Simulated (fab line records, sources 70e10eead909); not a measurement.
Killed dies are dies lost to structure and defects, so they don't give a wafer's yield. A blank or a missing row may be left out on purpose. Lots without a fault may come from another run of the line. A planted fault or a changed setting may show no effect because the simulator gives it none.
fab line records | flow nand_harc
record lots=24 wafers=72 last_day=34
route steps=1302 shown A_STAIRCASE@715
lots that met no fault: from a run of the same line without faults
start_h: hours from the record's first day to the start of the lot's first wafer shown | wait_h: hours since the lot's step before | " the same as in the row above | L1.1+2: a row that stands for several wafers | - no value, or no start given | * or withheld: withheld | < > ~ a bound
route shown NAME@n: a module of which the file shows steps, and the number in the route of the first | usual: mean/standard deviation of fault-free wafers | same: alike in all rows | chamber/n: place in a boat | sites: the reading at each site | _std_site: their standard deviation | _edge_site: outer sites' mean less inner sites' | radius_mm: how far each site lies from the wafer's centre | mask NAME#n: copy n | behind: the tool/chamber that last shaped the wafer | hold: why the lot was held/for how many hours/how that ended | device: the transistor (n, p or np) that didn't switch | end of line: the same wafers' tests at the end of the route | a step without rows: its recipe alone | killed: dies lost to structure and defects at the first sort, not the wafer's yield | map: a wafer's dies, x killed, . not, _ none there
set.NAME: the setting as run; set.NAME@STEP: as run at that earlier step | model.NAME: the simulator's own value behind a step, which no gauge read
steps of the route over a sample of lots; a table a step, a row a wafer
services: from which hour (start_h, from the record's first day; less than 0 if before it) a tool's chamber was out of use, for how many hours, and why
## steps
# step NHARC_A_STAIRCASE_ETCH_201
# recipe target_depth_a=1000 time_s=40.5 ion_energy_ev=400 c4f8_flow_sccm=20 o2_flow_sccm=10 ar_flow_sccm=withheld rf_w=600 bias_w=1000 chemistry=C4F8/O2
# usual oes_product_au=0.948/0.0088 rf_vpp_V=894/6.2
# columns lot.wafer tool chamber start_h wait_h oes_product_au rf_hours_counter_h rf_vpp_V
L074.4 rie_diel-06 1 - - 0.947 17 891
L074.6 " 1 " " 0.942 - 892
L074.5 " 2 " " 0.945 - 903
L076.2 rie_diel-06 0 - - 0.946 19 889
L076.4 " 1 " " 0.956 20 890
L076.5 " 2 " " 0.935 - 903
L075.2 rie_diel-06 2 - - 0.937 20 903
L075.3 " 1 " " 0.945 20 891
L075.5 " 3 " " 0.947 - 890
L078.1 rie_diel-01 1 - - 0.937 2 897
L078.3 " 2 " " 0.960 2 904
L078.4 " 3 " " 0.943 2 889
L077.1 rie_diel-09 2 - - 0.951 21 905
L077.2 " 3 " " 0.942 20 897
L077.3 " 1 " " 0.943 24 898
L080.3 rie_diel-06 2 - - 0.958 33 904
L080.1 " 3 " " 0.955 29 890
L080.5 " 2 " " 0.964 - 902
L079.2 rie_diel-01 2 - - 0.947 6 906
L079.1 " 3 " " 0.950 7 889
L079.4 " 0 " " 0.957 9 893
L082.3 rie_diel-06 1 - - 0.946 40 889
L082.1 " 2 " " 0.935 39 903
L082.6 " 2 " " 0.933 - 903
L081.4 rie_diel-06 0 - - 0.937 36 888
L081.1 " 1 " " 0.942 41 890
L081.3 " 2 " " 0.961 40 902
L083.4 rie_diel-06 0 - - 0.945 38 888
L083.1 " 3 " " 0.947 37 888
L083.6 " 1 " " 0.961 - 891
L084.2 rie_diel-09 3 - - 0.957 38 896
L084.5 " 1 " " 0.948 - 897
L084.6 " 2 " " 0.960 - 907
L085.1 rie_diel-06 0 - - 0.946 47 889
L085.3 " 1 " " 0.935 50 890
L085.2 " 2 " " 0.951 48 903
L086.4 rie_diel-09 0 - - 0.951 42 888
L086.3 " 2 " " 0.948 43 906
L086.6 " 0 " " 0.952 - 887
L087.2 rie_diel-09 0 - - 0.945 50 888
L087.6 " 1 " " 0.949 - 898
L087.5 " 2 " " 0.946 - 905
L088.4 rie_diel-01 0 - - 0.948 45 893
L088.2 " 2 " " 0.953 32 904
L088.5 " 3 " " 0.952 - 888
L089.4 rie_diel-06 3 - - 0.955 7 888
L089.2 " 1 " " 0.940 6 890
L089.5 " 3 " " 0.946 - 888
L090.4 rie_diel-01 2 - - 0.968 37 903
L090.3 " 3 " " 0.960 43 889
L090.6 " 0 " " 0.960 - 893
L092.2 rie_diel-06 2 - - 0.951 20 902
L092.4 " 3 " " 0.957 18 887
L092.6 " 1 " " 0.951 - 889
L091.4 rie_diel-01 0 - - 0.938 57 892
L091.3 " 1 " " 0.952 50 894
L091.6 " 3 " " 0.943 - 888
L093.2 rie_diel-09 2 - - 0.953 8 904
L093.6 " 0 " " 0.923 - 889
L093.5 " 1 " " 0.949 - 896
L094.4 rie_diel-06 3 - - 0.944 24 887
L094.2 " 1 " " 0.937 25 889
L094.6 " 2 " " 0.946 - 901
L095.2 rie_diel-01 0 - - 0.939 1 891
L095.4 " 3 " " 0.932 1 890
L095.6 " 1 " " 0.943 - 895
L097.4 rie_diel-06 2 - - 0.941 35 902
L097.2 " 0 " " 0.936 28 888
L097.6 " 2 " " 0.945 - 902
L096.1 rie_diel-06 2 - - 0.935 37 901
L096.2 " 0 " " 0.961 29 888
L096.3 " 1 " " 0.956 37 889
# step NHARC_A_STAIRCASE_TRIM_233
# recipe time_s=211.2 o2_flow_sccm=500 ar_flow_sccm=0 bias_w=0 chemistry=O2
# usual drypump_motor_current_A=5.7/0.45 oes_product_au=1.001/0.0068 rf_vpp_V=57.8/1 showerhead_plenum_p_Torr=3.50/0.16 throttle_valve_pct=17.036/0.0081
# columns lot.wafer tool chamber start_h wait_h drypump_motor_current_A oes_product_au rf_hours_counter_h rf_vpp_V showerhead_plenum_p_Torr throttle_valve_pct
L074.4 rie_diel-01 1 - - 5.5 1.003 54 57.7 3.53 17.037
L074.5 " 2 " " 5.8 1.006 - 55.6 3.78 17.035
L074.6 " 3 " " 5.9 1.001 - 58.9 3.36 17.037
L076.4 rie_diel-09 1 - - 4.7 1.002 15 57.9 3.57 17.042
L076.2 " 3 " " 6.5 1.003 12 57.9 3.55 17.033
L076.5 " 0 " " 6.0 0.993 - 58.0 3.33 17.043
L075.3 rie_diel-01 3 - - 5.9 1.000 59 57.4 3.36 17.027
L075.2 " 2 " " 5.7 1.006 57 59.0 3.78 17.040
L075.5 " 3 " " 5.9 1.003 - 57.9 3.35 17.053
L078.1 rie_diel-01 1 - - 5.5 0.996 6 57.7 3.53 17.041
L078.3 " 2 " " 5.7 1.012 4 57.4 3.77 17.042
L078.4 " 0 " " 5.4 1.006 6 58.5 3.47 17.030
L077.2 rie_diel-06 0 - - 5.3 0.995 29 56.6 3.35 17.057
L077.3 " 1 " " 6.3 1.003 33 57.7 3.38 17.034
L077.1 " 2 " " 6.2 0.999 32 59.7 3.72 17.049
L080.1 rie_diel-06 3 - - 5.6 1.008 30 58.5 3.34 17.038
L080.3 " 1 " " 6.3 0.996 36 58.0 3.38 17.039
L080.5 " 3 " " 5.6 1.006 - 55.7 3.34 17.036
L079.1 rie_diel-09 2 - - 6.1 0.995 25 58.3 3.79 17.050
L079.4 " 3 " " 6.5 0.999 25 57.9 3.54 17.041
L079.2 " 1 " " 4.7 1.000 28 58.4 3.56 17.043
L082.1 rie_diel-06 3 - - 5.7 1.004 36 58.2 3.34 17.028
L082.3 " 1 " " 6.3 1.009 41 58.0 3.38 17.035
L082.6 " 3 " " 5.7 1.014 - 56.5 3.33 17.039
L081.3 rie_diel-06 0 - - 5.2 0.996 37 57.7 3.34 17.033
L081.4 " 1 " " 6.3 0.992 42 58.5 3.38 17.039
L081.1 " 3 " " 5.7 1.002 37 57.1 3.33 17.026
L083.4 rie_diel-06 2 - - 6.2 0.996 43 59.1 3.71 17.052
L083.1 " 0 " " 5.2 1.002 42 59.4 3.34 17.035
L083.6 " 2 " " 6.2 1.000 - 60.2 3.71 17.048
L084.2 rie_diel-01 1 - - 5.5 1.001 24 58.7 3.52 17.023
L084.5 " 0 " " 5.3 0.999 - 59.4 3.45 17.044
L084.6 " 1 " " 5.5 0.997 - 58.2 3.52 17.040
L085.2 rie_diel-06 2 - - 6.2 1.004 49 58.8 3.71 17.026
L085.1 " 3 " " 5.7 1.013 46 58.5 3.33 17.030
L085.3 " 0 " " 5.2 0.997 48 56.9 3.34 17.026
L086.3 rie_diel-01 1 - - 5.5 0.993 31 56.9 3.52 17.033
L086.6 " 2 " " 5.8 1.004 - 58.8 3.76 17.041
L086.4 " 0 " " 5.4 1.003 - 57.7 3.45 17.043
L087.2 rie_diel-09 3 - - 6.5 0.996 46 56.1 3.53 17.029
L087.6 " 0 " " 6.0 1.001 - 57.0 3.31 17.043
L087.5 " 1 " " 4.7 1.006 - 57.8 3.55 17.031
L088.2 rie_diel-06 2 - - 6.2 1.003 8 58.8 3.70 17.046
L088.4 " 3 " " 5.7 1.015 8 57.3 3.32 17.040
L088.5 " 0 " " 5.2 0.998 - 57.7 3.33 17.042
L089.2 rie_diel-09 2 - - 6.2 1.000 0 59.4 3.78 17.057
L089.4 " 3 " " 6.5 1.005 0 58.6 3.53 17.017
L089.5 " 1 " " 4.7 1.007 - 58.9 3.55 17.044
L090.4 rie_diel-09 0 - - 6.0 0.997 3 58.3 3.31 17.038
L090.3 " 2 " " 6.2 0.994 3 57.4 3.78 17.028
L090.6 " 0 " " 6.0 0.996 - 57.8 3.31 17.021
L092.4 rie_diel-01 3 - - 5.8 1.000 52 57.4 3.33 17.038
L092.2 " 0 " " 5.4 1.003 58 56.6 3.44 17.040
L092.6 " 1 " " 5.5 1.001 - 57.7 3.50 17.050
L091.3 rie_diel-01 0 - - 5.3 0.992 58 56.4 3.44 17.047
L091.4 " 2 " " 5.8 1.007 44 59.2 3.75 17.043
L091.6 " 3 " " 5.9 1.005 - 58.2 3.33 17.025
L093.2 rie_diel-01 1 - - 5.5 1.013 52 55.8 3.50 17.034
L093.5 " 1 " " 5.5 0.996 - 58.5 3.50 17.032
L093.6 " 2 " " 5.8 1.010 - 58.3 3.75 17.039
L094.4 rie_diel-09 2 - - 6.1 0.994 19 58.0 3.77 17.035
L094.2 " 3 " " 6.5 0.994 20 56.1 3.52 17.039
L094.6 " 3 " " 6.4 1.001 - 58.0 3.52 17.045
L095.2 rie_diel-06 2 - - 6.2 1.000 30 58.1 3.69 17.031
L095.4 " 0 " " 5.3 0.996 23 57.8 3.32 17.032
L095.6 " 3 " " 5.7 1.003 - 57.4 3.31 17.030
L097.2 rie_diel-01 1 - - 5.4 0.981 7 58.0 3.50 17.037
L097.4 " 2 " " 5.8 1.002 7 58.3 3.74 17.056
L097.6 " 0 " " 5.4 1.006 - 56.1 3.43 17.038
L096.3 rie_diel-01 1 - - 5.5 0.981 8 58.7 3.50 17.032
L096.1 " 2 " " 5.7 1.009 8 58.0 3.74 17.031
L096.2 " 3 " " 5.9 0.997 8 57.0 3.32 17.024
# step NHARC_A_STAIRCASE_ETCH_234
# recipe target_depth_a=1000 time_s=40.5 ion_energy_ev=400 c4f8_flow_sccm=20 o2_flow_sccm=10 ar_flow_sccm=withheld rf_w=600 bias_w=1000 chemistry=C4F8/O2
# usual oes_product_au=0.946/0.0091 rf_vpp_V=895/5.9
# columns lot.wafer tool chamber start_h wait_h oes_product_au rf_hours_counter_h rf_vpp_V
L074.4 rie_diel-01 0 - - 0.942 57 894
L074.6 " 0 " " 0.951 - 892
L074.5 " 1 " " 0.940 - 897
L076.4 rie_diel-09 0 - - 0.936 14 889
L076.2 " 1 " " 0.952 15 896
L076.5 " 0 " " 0.936 - 888
L075.2 rie_diel-01 1 - - 0.926 57 896
L075.3 " 2 " " 0.936 57 905
L075.5 " 2 " " 0.938 - 904
L078.1 rie_diel-01 1 - - 0.930 7 895
L078.3 " 2 " " 0.946 4 904
L078.4 " 3 " " 0.950 4 892
L077.1 rie_diel-06 0 - - 0.946 29 888
L077.3 " 2 " " 0.942 32 902
L077.2 " 3 " " 0.949 28 888
L080.3 rie_diel-06 0 - - 0.950 32 890
L080.1 " 1 " " 0.949 36 891
L080.5 " 0 " " 0.950 - 889
L079.4 rie_diel-09 1 - - 0.953 28 897
L079.2 " 3 " " 0.948 25 896
L079.1 " 0 " " 0.959 28 888
L082.3 rie_diel-06 2 - - 0.949 40 903
L082.1 " 0 " " 0.940 37 889
L082.6 " 2 " " 0.958 - 903
L081.4 rie_diel-06 1 - - 0.942 42 891
L081.3 " 2 " " 0.946 41 902
L081.1 " 3 " " 0.943 37 888
L083.4 rie_diel-06 2 - - 0.936 43 903
L083.1 " 1 " " 0.940 44 891
L083.6 " 3 " " 0.952 - 890
L084.2 rie_diel-01 0 - - 0.947 29 893
L084.5 " 3 " " 0.960 - 889
L084.6 " 0 " " 0.962 - 893
L085.3 rie_diel-06 0 - - 0.968 48 889
L085.1 " 2 " " 0.942 49 903
L085.2 " 3 " " 0.960 46 888
L086.3 rie_diel-01 0 - - 0.930 36 893
L086.4 " 2 " " 0.936 - 904
L086.6 " 0 " " 0.948 - 891
L087.2 rie_diel-09 0 - - 0.945 51 889
L087.5 " 3 " " 0.954 - 897
L087.6 " 0 " " 0.948 - 886
L088.4 rie_diel-06 3 - - 0.963 8 886
L088.2 " 1 " " 0.944 7 890
L088.5 " 3 " " 0.954 - 889
L089.4 rie_diel-09 1 - - 0.952 0 897
L089.2 " 2 " " 0.951 0 905
L089.5 " 2 " " 0.962 - 903
L090.3 rie_diel-09 1 - - 0.948 3 896
L090.4 " 2 " " 0.953 3 905
L090.6 " 0 " " 0.940 - 887
L092.2 rie_diel-01 1 - - 0.945 52 895
L092.4 " 2 " " 0.948 44 904
L092.6 " 1 " " 0.939 - 895
L091.4 rie_diel-01 0 - - 0.935 58 892
L091.3 " 1 " " 0.935 52 896
L091.6 " 0 " " 0.927 - 891
L093.2 rie_diel-01 3 - - 0.951 52 888
L093.6 " 1 " " 0.950 - 896
L093.5 " 2 " " 0.939 - 903
L094.4 rie_diel-09 2 - - 0.940 19 904
L094.2 " 3 " " 0.950 20 896
L094.6 " 3 " " 0.943 - 895
L095.2 rie_diel-06 0 - - 0.960 23 887
L095.4 " 1 " " 0.950 31 889
L095.6 " 0 " " 0.943 - 889
L097.4 rie_diel-01 2 - - 0.947 7 903
L097.2 " 3 " " 0.947 7 888
L097.6 " 1 " " 0.929 - 895
L096.1 rie_diel-01 0 - - 0.954 8 891
L096.3 " 1 " " 0.945 8 895
L096.2 " 2 " " 0.956 8 903
# step NHARC_A_STAIRCASE_ETCH_236
# recipe target_depth_a=1000 time_s=40.5 ion_energy_ev=400 c4f8_flow_sccm=20 o2_flow_sccm=10 ar_flow_sccm=withheld rf_w=600 bias_w=1000 chemistry=C4F8/O2
# usual oes_product_au=0.946/0.0081 rf_vpp_V=895/6
# columns lot.wafer tool chamber start_h wait_h oes_product_au rf_hours_counter_h rf_vpp_V
L074.4 rie_diel-01 2 - - 0.947 55 905
L074.6 " 2 " " 0.950 - 904
L074.5 " 3 " " 0.956 - 888
L076.4 rie_diel-09 3 - - 0.936 12 897
L076.2 " 1 " " 0.945 15 897
L076.5 " 2 " " 0.954 - 905
L075.3 rie_diel-01 1 - - 0.932 57 897
L075.2 " 2 " " 0.953 57 905
L075.5 " 2 " " 0.938 - 904
L078.3 rie_diel-01 2 - - 0.959 5 904
L078.1 " 3 " " 0.946 4 889
L078.4 " 0 " " 0.940 6 894
L077.1 rie_diel-06 2 - - 0.925 32 902
L077.2 " 3 " " 0.951 28 888
L077.3 " 0 " " 0.950 29 889
L080.3 rie_diel-06 1 - - 0.944 36 891
L080.1 " 2 " " 0.945 34 902
L080.5 " 1 " " 0.937 - 891
L079.2 rie_diel-09 0 - - 0.947 28 888
L079.4 " 1 " " 0.961 28 898
L079.1 " 2 " " 0.947 25 905
L082.1 rie_diel-06 2 - - 0.941 40 903
L082.3 " 0 " " 0.935 37 890
L082.6 " 2 " " 0.952 - 902
L081.3 rie_diel-06 0 - - 0.946 38 889
L081.1 " 1 " " 0.952 42 890
L081.4 " 2 " " 0.945 41 904
L083.1 rie_diel-06 2 - - 0.942 44 902
L083.4 " 3 " " 0.954 42 889
L083.6 " 1 " " 0.947 - 892
L084.2 rie_diel-01 0 - - 0.938 29 894
L084.6 " 1 " " 0.952 - 897
L084.5 " 2 " " 0.942 - 904
L085.3 rie_diel-06 2 - - 0.947 49 903
L085.2 " 3 " " 0.954 46 888
L085.1 " 0 " " 0.950 48 889
L086.3 rie_diel-01 2 - - 0.950 30 904
L086.4 " 2 " " 0.949 - 903
L086.6 " 0 " " 0.936 - 894
L087.2 rie_diel-09 2 - - 0.946 49 906
L087.6 " 1 " " 0.948 - 898
L087.5 " 2 " " 0.938 - 905
L088.2 rie_diel-06 0 - - 0.949 7 888
L088.4 " 2 " " 0.950 8 902
L088.5 " 0 " " 0.952 - 888
L089.2 rie_diel-09 3 - - 0.957 0 896
L089.4 " 1 " " 0.961 0 897
L089.5 " 3 " " 0.958 - 895
L090.3 rie_diel-09 0 - - 0.935 3 889
L090.4 " 1 " " 0.940 3 895
L090.6 " 0 " " 0.932 - 886
L092.2 rie_diel-01 0 - - 0.946 58 892
L092.4 " 3 " " 0.938 52 889
L092.6 " 1 " " 0.956 - 895
L091.4 rie_diel-01 0 - - 0.950 58 893
L091.3 " 2 " " 0.946 44 903
L091.6 " 1 " " 0.935 - 895
L093.2 rie_diel-01 2 - - 0.957 45 904
L093.6 " 3 " " 0.939 - 889
L093.5 " 0 " " 0.955 - 893
L094.2 rie_diel-09 1 - - 0.955 22 896
L094.4 " 3 " " 0.945 20 896
L094.6 " 0 " " 0.946 - 887
L095.2 rie_diel-06 1 - - 0.955 31 888
L095.4 " 2 " " 0.941 30 901
L095.6 " 1 " " 0.944 - 891
L097.4 rie_diel-01 0 - - 0.941 7 892
L097.2 " 3 " " 0.937 7 888
L097.6 " 0 " " 0.938 - 893
L096.3 rie_diel-01 0 - - 0.951 8 893
L096.2 " 1 " " 0.923 8 895
L096.1 " 3 " " 0.957 8 887
# step NHARC_A_STAIRCASE_ETCH_253
# recipe target_depth_a=500 time_s=20.2 ion_energy_ev=400 c4f8_flow_sccm=20 o2_flow_sccm=10 ar_flow_sccm=withheld rf_w=600 bias_w=1000 chemistry=C4F8/O2
# usual oes_product_au=0.956/0.019 rf_vpp_V=895/6.1
# columns lot.wafer tool chamber start_h wait_h oes_product_au rf_hours_counter_h rf_vpp_V
L074.4 rie_diel-01 0 372.37 0.1 0.978 58 894
L074.5 " 1 " " 0.978 - 896
L074.6 " 2 " " 0.950 - 904
L076.2 rie_diel-01 1 378.23 0.1 0.948 57 896
L076.5 " 1 " " 0.966 - 896
L076.4 " 2 " " 0.956 - 903
L075.3 rie_diel-01 2 378.50 0.1 0.963 57 905
L075.2 " 1 " " 0.945 57 897
L075.5 " 3 " " 0.960 - 889
L078.4 rie_diel-09 2 403.72 0.1 0.966 23 906
L078.1 " 3 " " 0.966 23 897
L078.3 " 1 " " 0.961 26 896
L077.1 rie_diel-09 0 404.09 0.1 0.964 25 889
L077.3 " 1 " " 0.968 26 896
L077.2 " 2 " " 0.973 23 906
L080.3 rie_diel-09 0 412.51 0.1 0.972 28 887
L080.1 " 1 " " 0.958 29 897
L080.5 " 1 " " 0.966 - 897
L079.2 rie_diel-09 0 413.08 0.1 0.950 28 887
L079.4 " 2 " " 0.983 26 904
L079.1 " 3 " " 0.948 26 896
L082.3 rie_diel-01 2 438.27 0.1 0.966 15 904
L082.1 " 0 " " 0.979 19 893
L082.6 " 2 " " 0.967 - 905
L081.1 rie_diel-09 1 441.24 0.1 0.972 39 898
L081.4 " 2 " " 0.955 35 906
L081.3 " 3 " " 0.978 33 897
L083.4 rie_diel-01 2 447.55 0.1 0.934 20 904
L083.1 " 0 " " 0.931 24 894
L083.6 " 2 " " 0.931 - 904
L084.2 rie_diel-09 0 466.69 0.1 0.959 42 889
L084.5 " 3 " " 0.987 - 896
L084.6 " 0 " " 0.961 - 889
L085.1 rie_diel-09 0 467.15 0.1 0.962 42 888
L085.2 " 1 " " 0.960 47 897
L085.3 " 3 " " 0.976 39 896
L086.4 rie_diel-09 3 479.80 0.1 0.932 44 897
L086.3 " 0 " " 0.908 48 890
L086.6 " 2 " " 0.929 - 906
L087.2 rie_diel-01 0 498.55 0.1 0.921 40 894
L087.6 " 1 " " 0.927 - 896
L087.5 " 0 " " 0.919 - 892
L088.2 rie_diel-09 1 512.18 0.1 0.985 0 897
L088.4 " 0 " " 0.980 1 887
L088.5 " 1 " " 1.005 - 897
L089.4 rie_diel-09 1 512.39 0.1 0.969 0 898
L089.2 " 0 " " 0.960 1 888
L089.5 " 2 " " 0.958 - 903
L090.4 rie_diel-01 2 525.28 0.1 0.938 38 903
L090.3 " 3 " " 0.930 45 889
L090.6 " 2 " " 0.946 - 904
L092.4 rie_diel-06 2 541.89 0.1 0.962 21 902
L092.2 " 0 " " 0.989 15 889
L092.6 " 2 " " 0.965 - 902
L091.4 rie_diel-01 3 542.21 0.1 0.962 52 889
L091.3 " 1 " " 0.977 52 895
L091.6 " 2 " " 0.966 - 903
L093.2 rie_diel-06 1 546.68 0.1 0.933 20 890
L093.6 " 2 " " 0.929 - 904
L093.5 " 1 " " 0.932 - 890
L094.4 rie_diel-01 0 570.33 0.1 0.952 0 893
L094.2 " 3 " " 0.962 0 888
L094.6 " 0 " " 0.956 - 894
L095.4 rie_diel-06 0 577.71 0.1 0.944 23 888
L095.2 " 1 " " 0.944 31 890
L095.6 " 0 " " 0.945 - 888
L097.2 rie_diel-06 3 599.48 0.1 0.929 36 886
L097.4 " 2 " " 0.928 37 901
L097.6 " 3 " " 0.921 - 888
L096.1 rie_diel-09 3 603.78 0.1 0.973 31 896
L096.2 " 0 " " 0.980 31 886
L096.3 " 1 " " 0.957 33 896
# step NHARC_A_STAIRCASE_STRIP_254
# recipe power_w=1500 temp_c=250 chemistry=O2
# usual drypump_motor_current_A=5.9/0.56 heater_power_w=344/50
# columns lot.wafer tool chamber start_h wait_h drypump_motor_current_A heater_power_w rf_hours_counter_h
L074.4 plasma_asher-01 1 372.59 - 6.5 352 -
L074.5 " 0 " " 4.9 314 -
L074.6 " 1 " " 6.5 345 -
L076.2 plasma_asher-01 1 378.31 - 6.5 359 6
L076.4 " 0 " " 4.9 316 -
L076.5 " 0 " " 4.9 318 -
L075.2 plasma_asher-02 1 378.59 - 5.9 289 25
L075.3 " 0 " " 6.2 431 -
L075.5 " 1 " " 5.9 280 -
L078.1 plasma_asher-01 0 403.81 - 4.9 317 12
L078.4 " 0 " " 5.0 327 -
L078.3 " 1 " " 6.5 355 -
L077.2 plasma_asher-02 1 404.18 - 5.8 288 31
L077.1 " 0 " " 6.2 423 31
L077.3 " 1 " " 5.9 289 -
L080.1 plasma_asher-01 0 412.65 - 4.9 318 14
L080.3 " 0 " " 4.9 323 -
L080.5 " 1 " " 6.5 351 -
L079.1 plasma_asher-02 1 413.17 - 5.9 286 34
L079.2 " 0 " " 6.2 429 34
L079.4 " 0 " " 6.2 434 -
L082.1 plasma_asher-02 0 438.36 - 6.2 412 1
L082.3 " 0 " " 6.2 416 -
L082.6 " 1 " " 5.9 289 -
L081.1 plasma_asher-01 1 441.37 - 6.5 350 21
L081.4 " 0 " " 4.9 315 -
L081.3 " 1 " " 6.5 362 -
L083.1 plasma_asher-02 1 447.63 - 5.9 281 3
L083.4 " 0 " " 6.2 408 -
L083.6 " 1 " " 5.9 281 -
L084.2 plasma_asher-01 0 466.82 - 4.9 322 25
L084.5 " 1 " " 6.5 366 -
L084.6 " 0 " " 4.9 311 -
L085.2 plasma_asher-01 0 467.24 - 4.9 324 25
L085.1 " 1 " " 6.5 352 25
L085.3 " 1 " " 6.5 356 -
L086.3 plasma_asher-02 1 479.98 - 5.9 278 -
L086.4 " 0 " " 6.2 413 -
L086.6 " 0 " " 6.2 406 -
L087.2 plasma_asher-02 0 498.68 - 6.2 419 13
L087.5 " 1 " " 5.9 288 -
L087.6 " 0 " " 6.2 410 -
L088.2 plasma_asher-01 0 512.31 - 4.9 320 34
L088.4 " 1 " " 6.5 360 -
L088.5 " 0 " " 4.9 328 -
L089.2 plasma_asher-01 1 512.55 - 6.5 350 34
L089.4 " 0 " " 4.9 307 -
L089.5 " 0 " " 4.9 327 -
L090.4 plasma_asher-02 1 525.45 - 5.9 281 -
L090.3 " 0 " " 6.2 420 -
L090.6 " 0 " " 6.3 411 -
L092.2 plasma_asher-02 0 542.02 - 6.2 416 23
L092.4 " 1 " " 5.9 288 -
L092.6 " 0 " " 6.2 402 -
L091.4 plasma_asher-01 1 542.39 - 6.5 357 -
L091.3 " 0 " " 4.9 317 -
L091.6 " 1 " " 6.5 349 -
L093.2 plasma_asher-02 1 546.77 - 5.9 291 24
L093.6 " 1 " " 5.9 287 -
L093.5 " 0 " " 6.2 414 -
L094.2 plasma_asher-02 1 570.41 - 5.8 283 28
L094.4 " 1 " " 5.8 279 -
L094.6 " 1 " " 5.9 284 -
L095.2 plasma_asher-02 1 577.84 - 5.9 299 29
L095.4 " 1 " " 5.9 293 -
L095.6 " 1 " " 5.9 283 -
L097.2 plasma_asher-02 0 599.62 - 6.2 408 35
L097.4 " 1 " " 5.9 287 -
L097.6 " 0 " " 6.2 407 -
L096.2 plasma_asher-01 1 603.86 - 6.5 357 17
L096.1 " 0 " " 4.9 309 17
L096.3 " 1 " " 6.5 361 -
## services
# columns tool chamber start_h hours kind
plasma_asher-01 - 342.00 9.0 pm
rie_diel-01 0 363.91 - clean
rie_diel-01 1 363.91 - clean
rie_diel-01 2 363.91 - clean
rie_diel-01 3 363.91 - clean
rie_diel-09 2 364.38 10.6 repair
rie_diel-01 0 374.13 15.2 repair
rie_diel-01 - 384.07 9.0 pm
rie_diel-01 1 384.07 9.0 vent_cycle
rie_diel-09 3 384.61 4.6 repair
rie_diel-06 0 420.24 6.2 repair
rie_diel-09 0 421.94 3.4 repair
plasma_asher-02 - 426.04 9.0 pm
rie_diel-01 1 440.03 2.8 repair
plasma_asher-01 - 459.23 1.2 repair
rie_diel-01 3 476.54 5.0 repair
rie_diel-01 2 484.32 20.3 repair
rie_diel-06 - 485.02 9.0 pm
rie_diel-09 - 499.71 9.0 pm
plasma_asher-01 - 519.00 9.0 pm
rie_diel-06 0 545.26 7.5 repair
rie_diel-01 - 561.14 9.0 pm
plasma_asher-01 - 578.13 0.7 repair
plasma_asher-02 - 603.04 9.0 pm
## key
fault none
